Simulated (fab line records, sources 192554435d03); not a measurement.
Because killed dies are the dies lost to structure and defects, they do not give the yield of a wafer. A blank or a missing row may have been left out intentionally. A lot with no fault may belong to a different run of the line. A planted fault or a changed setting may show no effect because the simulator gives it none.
fab line records	flow n5_finfet
record lots=6	wafers=18	last_day=17
route steps=1938 shown BEOL_M10@1500 PASSIVATION@1936
lots that met no fault: taken from a fault-free run of the same line
start_h: start of the lot's first displayed wafer, in hours after the record's first day	wait_h: hours since the lot's step before	" unchanged from the row above	L1.1+2: a single row standing in for several wafers	- value missing, or start not given	* or withheld: withheld	< > ~ a bound
route shown NAME@n: NAME is a module with steps in the file, n the number in the route of the first one	usual: average and standard deviation across the fault-free wafers	same: alike in all rows	chamber/n: place in a boat	sites: per-site readings	_std_site: the values' standard deviation	_edge_site: the outer-site mean with the inner-site mean subtracted	radius_mm: for every site, how far away it sits from the centre of the wafer	mask NAME#n: copy n	behind: the most recent tool/chamber to have shaped the wafer	hold: reason for holding the lot/hours on hold/outcome of the hold	device: whichever transistor did not switch (one of n, p or np)	end of line: tests of these same wafers at the route's end	a step without rows: its recipe alone	killed: count of dies lost to structure and defects at first sort (not the wafer's yield)	map: per-die view of a wafer (x killed, . not killed, _ where there is no die)
set.NAME: setting as actually run; set.NAME@STEP: the setting as run at that earlier step	model.NAME: the simulator's own value behind a step, which no gauge read
lots at selected steps of the route; one table per step, one row per wafer
services: the hour from which a tool's chamber was out of use, counted from the record's first day as start_h (under 0 if before that day), plus the number of hours and why
## steps
# step N5_BEOL_M10_PEB_26
# recipe peb_temp_c=withheld	peb_time_s=60	resist=CAR-ArF
# step N5_BEOL_M10_DEVELOP_27
# recipe develop_time_s=30	developer=TMAH	resist=CAR-ArF	rinse_liquid=diw	dry=air_spin	dev_temp_c=23
# step N5_BEOL_M10_CD_MEAS_28
# recipe target_cd_nm=70	landing_energy_ev=500	detector=se_inlens	polarity=opening
# usual cd_nm=70.4/1.3
# same landing_energy_ev=500
lot.wafer	tool	chamber	start_h	wait_h	cd_nm
L935.2	cd_sem-02	0	265.09	-	69.2
L935.3	"	0	"	"	71.2
L935.5	"	0	"	"	71.6
L939.2	cd_sem-02	0	282.91	-	69.8
L939.3	"	0	"	"	70.0
L939.5	"	0	"	"	70.0
L943.2	cd_sem-02	0	305.41	-	70.8
L943.4	"	0	"	"	69.9
L943.6	"	0	"	"	70.2
L944.2	cd_sem-02	0	325.99	-	70.3
L944.3	"	0	"	"	70.5
L944.6	"	0	"	"	69.4
L948.4	cd_sem-02	0	340.24	-	68.8
L948.5	"	0	"	"	69.0
L948.6	"	0	"	"	69.5
L950.1	cd_sem-02	0	357.24	-	71.6
L950.2	"	0	"	"	69.7
L950.5	"	0	"	"	71.5
# step N5_BEOL_M10_OVL_MEAS_29
# recipe points_per_wafer=44
# usual V9_OVL=0.2/0.71
lot.wafer	tool	chamber	start_h	wait_h	V9_OVL[nm]
L935.2	overlay-01	0	265.12	0.0	0.3
L935.3	"	0	"	"	-1.5
L935.5	"	0	"	"	-1.0
L939.2	overlay-01	0	282.94	0.0	0.2
L939.3	"	0	"	"	0.6
L939.5	"	0	"	"	0.8
L943.2	overlay-01	0	305.44	0.0	-0.4
L943.4	"	0	"	"	-0.9
L943.6	"	0	"	"	-0.6
L944.2	overlay-01	0	326.02	0.0	0.1
L944.3	"	0	"	"	-0.1
L944.6	"	0	"	"	0.6
L948.4	overlay-01	0	340.27	0.0	0.5
L948.5	"	0	"	"	0.1
L948.6	"	0	"	"	-0.8
L950.1	overlay-02	0	357.27	0.0	0.6
L950.2	"	0	"	"	-0.4
L950.5	"	0	"	"	0.3
# step N5_BEOL_M10_INSPECT_30
# recipe mode=adi	inspect_instrument=brightfield
# usual raw_defect_count=411/92
lot.wafer	tool	chamber	start_h	wait_h	raw_defect_count
L935.2	defect_inspect-02	-	265.14	0.0	360
L935.3	"	-	"	"	406
L935.5	"	-	"	"	489
L939.2	defect_inspect-01	-	282.96	0.0	368
L939.3	"	-	"	"	355
L939.5	"	-	"	"	418
L943.2	defect_inspect-01	-	305.46	0.0	366
L943.4	"	-	"	"	356
L943.6	"	-	"	"	373
L944.2	defect_inspect-01	-	326.04	0.0	499
L944.3	"	-	"	"	404
L944.6	"	-	"	"	340
L948.4	defect_inspect-01	-	340.29	0.0	273
L948.5	"	-	"	"	403
L948.6	"	-	"	"	380
L950.1	defect_inspect-01	-	357.30	0.0	484
L950.2	"	-	"	"	479
L950.5	"	-	"	"	534
# step N5_BEOL_M10_DESCUM_33
# recipe chemistry=O2	time_s=7.9	source_power_w=50	bias_power_w=20	pressure_mtorr=20	rf_frequency_hz=2.712e+07	temp_c=40	resist=CAR-ArF	o2_flow_sccm=225
# usual drypump_motor_current_A=5.8/0.41	oes_product_au=0.77/0.092	rf_vpp_V=243.2/1.3	showerhead_plenum_p_Torr=2.10/0.073	temp_c=40.01/0.11	throttle_valve_pct=20.5/0.32
lot.wafer	tool	chamber	start_h	wait_h	drypump_motor_current_A	oes_product_au	rf_hours_counter_h	rf_vpp_V	showerhead_plenum_p_Torr	temp_c	throttle_valve_pct
L935.2	rie_diel-01	2	265.17	0.0	5.7	0.73	212	243.9	2.19	40.06	21.1
L935.3	"	0	"	"	6.3	0.93	18	245.5	2.24	40.31	20.6
L935.5	"	2	"	"	5.7	0.74	-	241.7	2.19	40.02	21.1
L939.2	rie_diel-01	3	283.00	0.0	5.7	0.72	211	243.0	2.06	40.02	20.5
L939.3	"	2	"	"	5.7	0.72	220	244.0	2.19	39.94	21.2
L939.5	"	1	"	"	6.5	0.87	-	243.0	2.16	40.10	20.0
L943.2	rie_diel-02	2	305.50	0.0	5.7	0.76	140	244.0	2.10	40.10	20.5
L943.4	"	1	"	"	5.9	0.71	194	239.0	1.98	40.14	20.4
L943.6	"	1	"	"	5.9	0.71	-	241.2	1.98	40.13	20.4
L944.2	rie_diel-02	3	326.08	0.0	5.9	0.85	68	242.3	2.05	40.08	20.6
L944.3	"	0	"	"	5.3	0.70	249	242.7	2.06	40.07	20.9
L944.6	"	3	"	"	5.9	0.85	-	242.1	2.05	40.06	20.5
L948.4	rie_diel-02	3	340.58	0.3	5.9	0.83	-	242.6	2.05	40.10	20.6
L948.5	"	1	"	"	5.9	0.70	-	242.4	1.98	39.98	20.5
L948.6	"	2	"	"	5.7	0.76	-	243.0	2.10	39.81	20.6
L950.1	rie_diel-02	3	357.34	0.0	5.9	0.82	83	240.8	2.04	39.95	20.6
L950.2	"	1	"	"	5.8	0.69	217	242.0	1.97	40.05	20.5
L950.5	"	1	"	"	5.8	0.69	-	241.7	1.97	40.01	20.4
# step N5_BEOL_M10_ETCH_65
# recipe chemistry=CF4	target=SiARC	target_depth_a=390	mask_material=CAR-ArF	time_s=65	ion_energy_ev=80	pressure_mtorr=40	source_w=545	bias_w=36	Ar_flow_sccm=100	cf4_flow_sccm=100	ends=cleared
# usual bias_w=36.00/0.11	cf4_flow_sccm=100.0/0.31	drypump_motor_current_A=5.8/0.42	etch_rf_on_time_s=65.5/2.2	mfc_ar_sccm=100.0/0.3	oes_product_au=0.66/0.083	rf_vpp_V=184.3/1.2	showerhead_plenum_p_Torr=2.14/0.068	throttle_valve_pct=15.68/0.29
lot.wafer	tool	chamber	start_h	wait_h	bias_w	cf4_flow_sccm	drypump_motor_current_A	etch_rf_on_time_s	mfc_ar_sccm	oes_product_au	rf_hours_counter_h	rf_vpp_V	showerhead_plenum_p_Torr	throttle_valve_pct
L935.2	rie_diel-01	2	265.21	0.0	36.02	100.4	5.7	65.2	100.0	0.63	212	186.5	2.20	16.05
L935.3	"	0	"	"	36.01	100.4	6.2	62.3	99.8	0.82	18	186.9	2.28	15.66
L935.5	"	2	"	"	35.87	100.2	5.7	64.7	100.1	0.63	-	187.3	2.20	16.02
L939.2	rie_diel-01	3	283.03	0.0	35.98	99.6	5.7	64.1	99.8	0.62	211	186.0	2.11	15.68
L939.3	"	2	"	"	36.00	99.9	5.7	64.4	100.4	0.63	220	184.4	2.20	16.05
L939.5	"	1	"	"	35.80	100.6	6.5	63.0	100.2	0.75	-	185.4	2.17	15.04
L943.2	rie_diel-02	2	305.53	0.0	36.00	100.0	5.7	67.6	99.9	0.63	140	184.3	2.16	15.80
L943.4	"	1	"	"	36.02	99.8	5.9	67.0	99.9	0.59	194	185.0	2.02	15.62
L943.6	"	1	"	"	36.17	100.2	5.8	66.4	100.0	0.59	-	183.0	2.02	15.60
L944.2	rie_diel-02	3	326.11	0.0	35.90	100.0	5.9	63.5	99.6	0.73	68	184.4	2.09	15.66
L944.3	"	0	"	"	36.09	100.4	5.3	64.8	99.8	0.59	249	183.7	2.12	16.07
L944.6	"	3	"	"	36.16	100.1	5.9	63.7	99.6	0.73	-	183.7	2.09	15.65
L948.4	rie_diel-02	3	340.62	0.0	36.14	100.1	5.9	64.0	99.9	0.72	-	185.1	2.09	15.67
L948.5	"	1	"	"	35.99	99.6	5.8	68.3	99.9	0.57	-	181.8	2.02	15.64
L948.6	"	2	"	"	35.81	99.7	5.8	68.4	99.6	0.63	-	184.7	2.16	15.83
L950.1	rie_diel-02	3	357.37	0.0	35.98	99.3	5.9	63.9	100.4	0.72	83	183.9	2.08	15.68
L950.2	"	1	"	"	36.10	99.6	5.9	67.5	100.6	0.57	217	184.6	2.02	15.65
L950.5	"	1	"	"	36.11	99.3	5.9	68.4	100.5	0.57	-	184.5	2.02	15.65
# step N5_BEOL_M10_ETCH_66
# recipe chemistry=N2/H2	target=SOC	target_depth_a=1200	overetch_a=240	mask_material=SiARC	temp_c=40	time_s=180	ion_energy_ev=200	pressure_mtorr=30	source_w=840	bias_w=150	n2_flow_sccm=200	h2_flow_sccm=200
# usual bias_w=149.9/0.42	drypump_motor_current_A=5.8/0.41	oes_product_au=0.63/0.072	rf_vpp_V=523.9/2.4	showerhead_plenum_p_Torr=2.55/0.079	temp_c=39.98/0.096	throttle_valve_pct=18.0/0.32
lot.wafer	tool	chamber	start_h	wait_h	bias_w	drypump_motor_current_A	oes_product_au	rf_hours_counter_h	rf_vpp_V	showerhead_plenum_p_Torr	temp_c	throttle_valve_pct
L935.2	rie_diel-01	2	265.26	0.0	150.0	5.7	0.59	212	525.5	2.63	39.97	18.3
L935.3	"	0	"	"	150.6	6.3	0.76	18	528.1	2.72	39.76	17.9
L935.5	"	2	"	"	150.1	5.7	0.59	-	525.9	2.63	39.84	18.3
L939.2	rie_diel-01	3	283.08	0.0	150.0	5.8	0.59	211	523.8	2.52	40.01	18.0
L939.3	"	2	"	"	149.4	5.7	0.58	220	526.0	2.62	39.75	18.3
L939.5	"	1	"	"	149.1	6.5	0.70	-	525.6	2.62	39.91	17.4
L943.2	rie_diel-02	2	305.58	0.0	149.9	5.8	0.62	140	524.3	2.56	39.96	18.0
L943.4	"	1	"	"	150.1	5.8	0.57	194	520.6	2.45	40.13	18.2
L943.6	"	1	"	"	150.1	5.9	0.57	-	519.1	2.45	40.01	18.2
L944.2	rie_diel-02	3	326.16	0.0	150.3	5.9	0.69	68	522.2	2.49	40.09	18.0
L944.3	"	0	"	"	149.9	5.3	0.55	249	522.6	2.51	39.94	18.5
L944.6	"	3	"	"	150.2	5.9	0.68	-	522.7	2.49	40.03	18.0
L948.4	rie_diel-02	3	340.70	0.1	149.7	5.9	0.67	-	520.9	2.48	40.11	18.0
L948.5	"	1	"	"	149.7	5.9	0.56	-	522.2	2.44	39.87	18.2
L948.6	"	2	"	"	150.6	5.8	0.61	-	523.5	2.56	39.90	18.0
L950.1	rie_diel-02	3	357.42	0.0	150.5	5.9	0.67	83	522.9	2.48	39.96	18.0
L950.2	"	1	"	"	149.7	5.8	0.56	217	519.1	2.44	39.84	18.2
L950.5	"	1	"	"	149.3	5.9	0.56	-	520.3	2.44	39.99	18.2
# step N5_BEOL_M10_STRIP_69
# recipe chemistry=N2/H2	temp_c=40	n2_flow_sccm=200	h2_flow_sccm=200	rf_frequency_hz=6e+07
# step N5_BEOL_M10_VIA_ETCH_34
# recipe chemistry=C4F6/O2	target=SiCOH_lowk	target_depth_a=1845	mask_material=SOC	taper_deg=4	time_s=69.2	ion_energy_ev=250	pressure_mtorr=30	source_w=345	bias_w=185	Ar_flow_sccm=300	C4F6_flow_sccm=10	O2_flow_sccm=10
# usual O2_flow_sccm=10.01/0.031	bias_w=185.0/0.57	drypump_motor_current_A=5.8/0.41	mfc_ar_sccm=300.1/0.89	oes_product_au=0.77/0.096	rf_vpp_V=666/20	showerhead_plenum_p_Torr=2.85/0.095	throttle_valve_pct=20.98/0.29
lot.wafer	tool	chamber	start_h	wait_h	O2_flow_sccm	bias_w	drypump_motor_current_A	mfc_ar_sccm	oes_product_au	rf_hours_counter_h	rf_vpp_V	showerhead_plenum_p_Torr	throttle_valve_pct
L935.2	rie_diel-01	2	265.38	0.0	9.98	185.1	5.7	300.2	0.72	212	686	2.91	21.27
L935.3	"	0	"	"	10.03	185.0	6.3	300.4	0.95	18	632	3.05	21.17
L935.5	"	2	"	"	10.01	184.8	5.7	300.8	0.73	-	685	2.91	21.26
L939.2	rie_diel-01	3	283.21	0.0	9.96	185.7	5.7	300.5	0.73	211	661	2.81	20.93
L939.3	"	2	"	"	9.97	184.4	5.7	299.3	0.73	220	685	2.91	21.27
L939.5	"	1	"	"	9.97	185.2	6.5	299.9	0.87	-	665	2.90	20.39
L943.2	rie_diel-02	2	305.71	0.0	9.96	185.3	5.8	298.4	0.75	140	689	2.87	21.11
L943.4	"	1	"	"	9.96	184.9	5.9	300.6	0.69	194	688	2.70	20.87
L943.6	"	1	"	"	10.01	185.0	5.9	299.0	0.69	-	684	2.70	20.85
L944.2	rie_diel-02	3	326.28	0.0	10.01	184.9	5.9	299.1	0.85	68	655	2.77	20.92
L944.3	"	0	"	"	9.98	184.1	5.3	300.9	0.68	250	629	2.80	21.31
L944.6	"	3	"	"	10.02	184.7	5.9	300.0	0.86	-	656	2.77	20.94
L948.4	rie_diel-02	3	340.80	0.0	10.01	184.7	5.9	301.3	0.83	-	654	2.76	20.95
L948.5	"	1	"	"	10.05	185.0	5.9	300.3	0.68	-	685	2.69	20.87
L948.6	"	2	"	"	10.02	184.9	5.8	302.1	0.73	-	688	2.86	21.13
L950.1	rie_diel-02	3	357.55	0.0	10.01	185.3	5.9	300.6	0.83	83	655	2.76	20.97
L950.2	"	1	"	"	9.99	186.0	5.8	300.6	0.68	217	685	2.69	20.89
L950.5	"	1	"	"	10.02	185.3	5.8	299.1	0.67	-	685	2.69	20.90
# step N5_BEOL_M10_STRIP_73
# recipe chemistry=C4F6/O2	resist=SiARC	rf_frequency_hz=6e+07
# step N5_BEOL_M10_STRIP_36
# recipe chemistry=N2/H2	power_w=450	temp_c=40	pressure_mtorr=20	rf_frequency_hz=6e+07	overash_fraction=0.3	bias_power_w=7	h2_frac=0.5	n2_flow_sccm=200	h2_flow_sccm=200
# usual drypump_motor_current_A=5.8/0.41	oes_product_au=0.77/0.091	rf_vpp_V=59.2/1.8	showerhead_plenum_p_Torr=2.55/0.079	temp_c=40.01/0.11	throttle_valve_pct=23.8/0.45
lot.wafer	tool	chamber	start_h	wait_h	drypump_motor_current_A	oes_product_au	rf_hours_counter_h	rf_vpp_V	showerhead_plenum_p_Torr	temp_c	throttle_valve_pct
L935.2	rie_diel-01	2	265.44	0.0	5.7	0.72	212	56.3	2.62	39.98	24.2
L935.3	"	0	"	"	6.2	0.92	18	58.2	2.71	39.94	23.8
L935.5	"	2	"	"	5.7	0.72	-	58.2	2.62	40.05	24.2
L939.2	rie_diel-01	3	283.27	0.0	5.8	0.72	211	60.0	2.51	40.08	23.8
L939.3	"	2	"	"	5.7	0.72	220	59.2	2.62	39.93	24.2
L939.5	"	1	"	"	6.5	0.86	-	60.7	2.62	39.85	23.2
L943.2	rie_diel-02	2	305.77	0.0	5.7	0.76	140	59.9	2.56	40.16	23.7
L943.4	"	1	"	"	5.9	0.71	194	61.5	2.45	39.94	24.1
L943.6	"	1	"	"	5.9	0.70	-	61.2	2.45	40.18	24.1
L944.2	rie_diel-02	3	326.35	0.0	5.9	0.85	68	58.0	2.48	40.00	23.9
L944.3	"	0	"	"	5.3	0.70	250	62.2	2.51	40.11	24.5
L944.6	"	3	"	"	5.9	0.85	-	58.4	2.48	39.92	23.9
L948.4	rie_diel-02	3	340.85	0.0	5.9	0.83	-	56.3	2.48	39.90	23.9
L948.5	"	1	"	"	5.9	0.70	-	60.2	2.44	40.11	24.2
L948.6	"	2	"	"	5.8	0.75	-	61.2	2.55	39.89	23.7
L950.1	rie_diel-02	3	357.61	0.0	5.9	0.83	83	56.5	2.48	39.86	23.9
L950.2	"	1	"	"	5.9	0.70	217	58.3	2.44	40.01	24.1
L950.5	"	1	"	"	5.9	0.68	-	63.4	2.44	40.11	24.1
# step N5_BEOL_M10_TRENCH_ETCH_37
# recipe chemistry=C4F6/O2	target_depth_a=1488.3	target=SiCOH_lowk	time_s=48	ion_energy_ev=250	pressure_mtorr=30	source_w=345	bias_w=185	Ar_flow_sccm=300	C4F6_flow_sccm=10	O2_flow_sccm=10
# usual O2_flow_sccm=10.00/0.033	bias_w=185.0/0.62	drypump_motor_current_A=5.8/0.41	mfc_ar_sccm=300.0/0.89	oes_product_au=0.77/0.095	rf_vpp_V=666/20	showerhead_plenum_p_Torr=2.85/0.095	throttle_valve_pct=21.01/0.29
lot.wafer	tool	chamber	start_h	wait_h	O2_flow_sccm	bias_w	drypump_motor_current_A	mfc_ar_sccm	oes_product_au	rf_hours_counter_h	rf_vpp_V	showerhead_plenum_p_Torr	throttle_valve_pct
L935.2	rie_diel-01	2	265.48	-	10.04	184.7	5.7	299.0	0.74	212	685	2.91	21.31
L935.3	"	0	"	"	9.92	184.6	6.3	299.4	0.94	18	632	3.05	21.21
L935.5	"	2	"	"	10.03	186.0	5.7	298.9	0.73	-	682	2.91	21.31
L939.2	rie_diel-01	3	283.31	-	9.95	184.5	5.8	300.8	0.73	211	661	2.81	20.98
L939.3	"	2	"	"	9.99	184.2	5.7	300.3	0.73	220	684	2.91	21.31
L939.5	"	1	"	"	9.95	184.9	6.5	300.0	0.87	-	665	2.90	20.40
L943.2	rie_diel-02	2	305.81	-	10.05	184.0	5.8	301.3	0.75	140	689	2.87	21.13
L943.4	"	1	"	"	10.03	185.1	5.8	299.2	0.70	194	685	2.70	20.87
L943.6	"	1	"	"	10.04	185.0	5.8	299.6	0.69	-	685	2.70	20.87
L944.2	rie_diel-02	3	326.39	-	10.02	185.1	5.9	300.2	0.85	68	654	2.77	20.96
L944.3	"	0	"	"	10.03	184.5	5.3	300.3	0.68	250	630	2.80	21.35
L944.6	"	3	"	"	10.00	185.5	5.9	299.5	0.85	-	655	2.77	20.96
L948.4	rie_diel-02	3	340.89	-	9.94	186.4	5.9	300.7	0.84	-	654	2.76	20.97
L948.5	"	1	"	"	9.97	193.8	5.9	299.2	0.70	-	710	2.69	20.91
L948.6	"	2	"	"	10.01	184.8	5.7	299.9	0.75	-	688	2.87	21.15
L950.1	rie_diel-02	3	357.65	-	9.99	185.2	5.9	300.0	0.83	83	654	2.76	20.99
L950.2	"	1	"	"	10.02	194.0	5.8	298.6	0.68	217	712	2.69	20.92
L950.5	"	1	"	"	9.99	194.7	5.8	298.8	0.69	-	710	2.69	20.91
# step N5_BEOL_M10_ETCH_41
# recipe chemistry=CH3F/O2	target=SiCN	target_depth_a=426	taper_deg=2	time_s=86	ion_energy_ev=120	mask_material=TiN	pressure_mtorr=30	source_w=395	bias_w=75	Ar_flow_sccm=150	CH3F_flow_sccm=30	O2_flow_sccm=20
# step N5_PASSIVATION_PROBE_49
# usual defect_limited_yield=91.7/1.4	killed_at_M0_to_M3=31/11	killed_at_M4_up=13/4.6	killed_at_contacts=13/6.7	killed_at_front_end=39/9.6	killed_at_other=3.5/2.8	killed_dies=98/16	killed_open=64/11	killed_short=33/8.5	sort_bin_5_function=4.9/0.96	sort_bin_6_memory=3.1/0.59	sort_bin_8_speed=0.2/1.3	sort_n_pass=1080/23	sort_yield_pct=91.5/1.9
# same gross_dies=1180	killed_at_back_side=0	sort_bin_4_leakage[%]=0
lot.wafer	tool	chamber	start_h	wait_h	defect_limited_yield[%]	killed_at_M0_to_M3	killed_at_M4_up	killed_at_contacts	killed_at_front_end	killed_at_other	killed_dies	killed_open	killed_short	sort_bin_5_function[%]	sort_bin_6_memory[%]	sort_bin_8_speed[%]	sort_n_pass	sort_yield_pct[%]
L935.2	prober-02	-	326.53	0.8	91.2	22	18	10	50	4	104	67	37	4.6	3.7	0	1076	91.2
L935.3	prober-02	-	326.58	0.9	92.5	29	11	2	46	0	88	53	34	4.2	2.9	0	1092	92.5
L935.5	prober-02	-	326.68	1.0	93.8	16	23	8	26	0	73	52	20	3.2	2.5	0	1107	93.8
L939.2	prober-02	-	339.34	0.1	92.3	37	13	10	30	1	91	67	23	4.2	3.4	0	1089	92.3
L939.3	prober-02	-	339.39	0.1	92.5	34	13	3	33	5	88	58	30	4.8	2.3	0	1092	92.5
L939.5	prober-02	-	339.49	0.2	89.7	44	16	12	45	4	121	72	48	6.6	3.3	0	1059	89.7
L943.2	prober-01	-	351.84	0.1	90.0	39	13	15	48	3	118	73	45	6.0	3.9	0	1062	90.0
L943.4	prober-01	-	351.94	0.2	90.3	40	9	15	46	5	115	83	31	6.6	2.7	0	1065	90.3
L943.6	prober-01	-	352.04	0.3	90.2	35	7	17	52	5	116	74	42	6.1	3.4	0	1064	90.2
L944.2	prober-01	-	377.99	0.1	89.9	49	14	26	27	3	119	79	40	5.7	3.8	0	1061	89.9
L944.3	prober-01	-	378.04	0.1	92.5	33	13	12	26	5	89	60	29	5.2	2.2	0	1091	92.5
L944.6	prober-01	-	378.19	0.3	93.1	19	10	16	31	5	81	47	34	3.7	2.8	0	1099	93.1
L948.4	prober-02	-	388.06	0.2	91.9	32	9	3	43	8	95	62	32	5.4	2.5	0	1085	91.9
L948.5	prober-02	-	388.11	0.2	92.4	32	9	12	33	4	90	64	26	4.2	3.3	0	1090	92.4
L948.6	prober-02	-	388.16	0.3	92.3	29	11	18	21	12	91	62	28	4.7	2.5	0	1089	92.3
L950.1	prober-01	-	414.37	0.2	90.1	28	10	24	50	5	117	86	31	6.4	3.1	0	1063	90.1
L950.2	prober-01	-	414.42	0.2	91.0	29	19	7	48	3	106	78	28	5.5	3.3	15.0	897	76.0
L950.5	prober-01	-	414.57	0.4	92.7	21	16	11	34	4	86	66	19	4.7	2.4	0	1094	92.7
# killed by level:class
L935.2 STI_FIN_REVEAL:geometric_particle:open=18 MOL_CONTACT_COAG:geometric_particle:open=7 FIN_SAQP:geometric_particle:short=6 BEOL_M1:geometric_particle:open=6 FIN_SAQP:geometric_particle:open=4 BEOL_M0_SAQP:geometric_particle:open=4 BEOL_M4:geometric_particle:open=4 STARTING-WAFER:geometric_particle:short=4
L935.3 STI_FIN_REVEAL:geometric_particle:open=19 BEOL_M0_SAQP:geometric_particle:open=6 BEOL_M0:geometric_particle:short=5 STARTING-WAFER:geometric_particle:open=5 FIN_SAQP:geometric_particle:open=4 STI_FIN_REVEAL:geometric_particle:short=4 BEOL_M0_SAQP:geometric_particle:short=4 FIN_SAQP:geometric_particle:short=3
L935.5 BEOL_M4:geometric_particle:open=12 STI_FIN_REVEAL:geometric_particle:open=6 MOL_CONTACT_COAG:geometric_particle:open=6 BEOL_M5:geometric_particle:open=5 FIN_SAQP:geometric_particle:short=4 BEOL_M0:geometric_particle:open=4 STARTING-WAFER:geometric_particle:open=4 ILD0:geometric_particle:short=3
L939.2 BEOL_M0_SAQP:geometric_particle:open=12 FIN_SAQP:geometric_particle:short=9 FIN_SAQP:geometric_particle:open=8 MOL_CONTACT_COAG:geometric_particle:open=8 BEOL_M4:geometric_particle:open=8 BEOL_M1:geometric_particle:open=6 BEOL_M2:geometric_particle:open=6 BEOL_M3:geometric_particle:open=6
L939.3 FIN_SAQP:geometric_particle:short=11 BEOL_M3:geometric_particle:open=11 BEOL_M0_SAQP:geometric_particle:open=10 FIN_SAQP:geometric_particle:open=6 STI_FIN_REVEAL:geometric_particle:open=5 BEOL_M4:geometric_particle:short=4 BEOL_M2:geometric_particle:open=4 BEOL_M1:geometric_particle:open=4
L939.5 FIN_SAQP:geometric_particle:short=17 BEOL_M0_SAQP:geometric_particle:short=12 FIN_SAQP:geometric_particle:open=11 BEOL_M2:geometric_particle:open=11 MOL_CONTACT_COAG:geometric_particle:open=10 BEOL_M0_SAQP:geometric_particle:open=9 BEOL_M4:geometric_particle:open=7 STI_FIN_REVEAL:geometric_particle:open=3
L943.2 BEOL_M0_SAQP:geometric_particle:short=11 MOL_CONTACT_COAG:geometric_particle:open=11 BEOL_M3:geometric_particle:open=8 DUMMY_GATE:geometric_particle:open=7 BEOL_M1:geometric_particle:open=7 FIN_SAQP:geometric_particle:open=6 BEOL_M0_SAQP:geometric_particle:open=6 FIN_SAQP:geometric_particle:short=5
L943.4 BEOL_M3:geometric_particle:open=13 MOL_CONTACT_COAG:geometric_particle:open=12 STI_FIN_REVEAL:geometric_particle:open=10 BEOL_M0_SAQP:geometric_particle:open=9 BEOL_M2:geometric_particle:open=9 FIN_SAQP:geometric_particle:short=6 BEOL_M0_SAQP:geometric_particle:short=6 FIN_SAQP:geometric_particle:open=5
L943.6 BEOL_M3:geometric_particle:open=13 STI_FIN_REVEAL:geometric_particle:open=12 MOL_CONTACT_COAG:geometric_particle:open=12 DUMMY_GATE:geometric_particle:open=9 BEOL_M0_SAQP:geometric_particle:short=8 GATE_CUT:geometric_particle:short=8 BEOL_M0_SAQP:geometric_particle:open=6 MOL_CONTACT_COAG:geometric_particle:short=5
L944.2 MOL_CONTACT_COAG:geometric_particle:open=23 BEOL_M2:geometric_particle:open=16 BEOL_M0_SAQP:geometric_particle:short=13 BEOL_M0_SAQP:geometric_particle:open=10 FIN_SAQP:geometric_particle:short=7 FIN_SAQP:geometric_particle:open=6 DUMMY_GATE:geometric_particle:open=6 BEOL_M2:geometric_particle:short=5
L944.3 BEOL_M2:geometric_particle:open=12 MOL_CONTACT_COAG:geometric_particle:open=10 BEOL_M4:geometric_particle:open=8 FIN_SAQP:geometric_particle:short=5 BEOL_M0_SAQP:geometric_particle:open=5 BEOL_M1:geometric_particle:open=5 STI_FIN_REVEAL:geometric_particle:open=4 FIN_SAQP:geometric_particle:open=3
L944.6 MOL_CONTACT_COAG:geometric_particle:open=11 DUMMY_GATE:geometric_particle:open=6 MOL_CONTACT_COAG:geometric_particle:short=5 BEOL_M3:geometric_particle:short=5 FIN_SAQP:geometric_particle:open=4 FIN_SAQP:geometric_particle:short=4 GATE_CUT:geometric_particle:short=4 STI_FIN_REVEAL:geometric_particle:open=3
L948.4 FIN_SAQP:geometric_particle:open=12 BEOL_M0_SAQP:geometric_particle:short=10 BEOL_M3:geometric_particle:open=8 STI_FIN_REVEAL:geometric_particle:open=7 BEOL_M0_SAQP:geometric_particle:open=7 DUMMY_GATE:geometric_particle:open=5 BEOL_M4:geometric_particle:open=5 MIM_TOP:geometric_particle:short=5
L948.5 MOL_CONTACT_COAG:geometric_particle:open=11 STI_FIN_REVEAL:geometric_particle:open=10 BEOL_M3:geometric_particle:open=8 BEOL_M0_SAQP:geometric_particle:short=7 BEOL_M1:geometric_particle:open=7 BEOL_M0_SAQP:geometric_particle:open=5 FIN_SAQP:geometric_particle:short=4 FIN_SAQP:geometric_particle:open=4
L948.6 MOL_CONTACT_COAG:geometric_particle:open=15 FIN_SAQP:geometric_particle:open=7 BEOL_M0_SAQP:geometric_particle:open=6 BEOL_M0_SAQP:geometric_particle:short=6 BEOL_M2:geometric_particle:open=6 BEOL_M4:geometric_particle:open=5 BEOL_M2:geometric_particle:short=4 BEOL_M3:geometric_particle:open=4
L950.1 STI_FIN_REVEAL:geometric_particle:open=18 MOL_CONTACT_COAG:geometric_particle:open=16 FIN_SAQP:geometric_particle:open=10 MOL_CONTACT_COAG:geometric_particle:short=8 BEOL_M3:geometric_particle:open=7 BEOL_M4:geometric_particle:open=7 BEOL_M2:geometric_particle:open=6 FIN_SAQP:geometric_particle:short=5
L950.2 STI_FIN_REVEAL:geometric_particle:open=20 BEOL_M4:geometric_particle:open=12 FIN_SAQP:geometric_particle:open=10 BEOL_M0:geometric_particle:short=7 MOL_CONTACT_COAG:geometric_particle:open=7 FIN_SAQP:geometric_particle:short=5 BEOL_M0_SAQP:geometric_particle:open=5 BEOL_M2:geometric_particle:open=5
L950.5 STI_FIN_REVEAL:geometric_particle:open=9 MOL_CONTACT_COAG:geometric_particle:open=9 BEOL_M4:geometric_particle:open=9 BEOL_M2:geometric_particle:open=8 FIN_SAQP:geometric_particle:open=5 BEOL_M3:geometric_particle:open=5 STI_FIN_REVEAL:geometric_particle:short=5 GATE_CUT:geometric_particle:open=4
## services
tool	chamber	start_h	hours	kind
rie_diel-02	3	241.86	46.0	repair
rie_diel-02	0	327.18	-	clean
rie_diel-02	0	327.18	-	consumable_replace:focus_ring
rie_diel-02	0	327.18	35.0	scheduled_down
rie_diel-02	0	327.18	35.0	vent_cycle
rie_diel-01	2	350.29	6.7	repair
## key
first_sign step=N5_BEOL_M10_TRENCH_ETCH_37	reading=bias_w	direction=up	sigmas=15	usual=*	struck=*
effect step=N5_BEOL_M10_TRENCH_ETCH_37	reading=rf_vpp_V	direction=up	sigmas=2.2	usual=666	struck=711
met_at N5_BEOL_M10_TRENCH_ETCH_37
struck_wafers L948.5,L950.2,L950.5
onset_between 305.81 340.89
fault kind=process_parameter_drift	tool=rie_diel-02	chamber=1	onset_h=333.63	steps=N5_BEOL_M10_TRENCH_ETCH_37	channel=bias_w	offset=*	shape=step	end_h=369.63	acts_in=*	stated=*
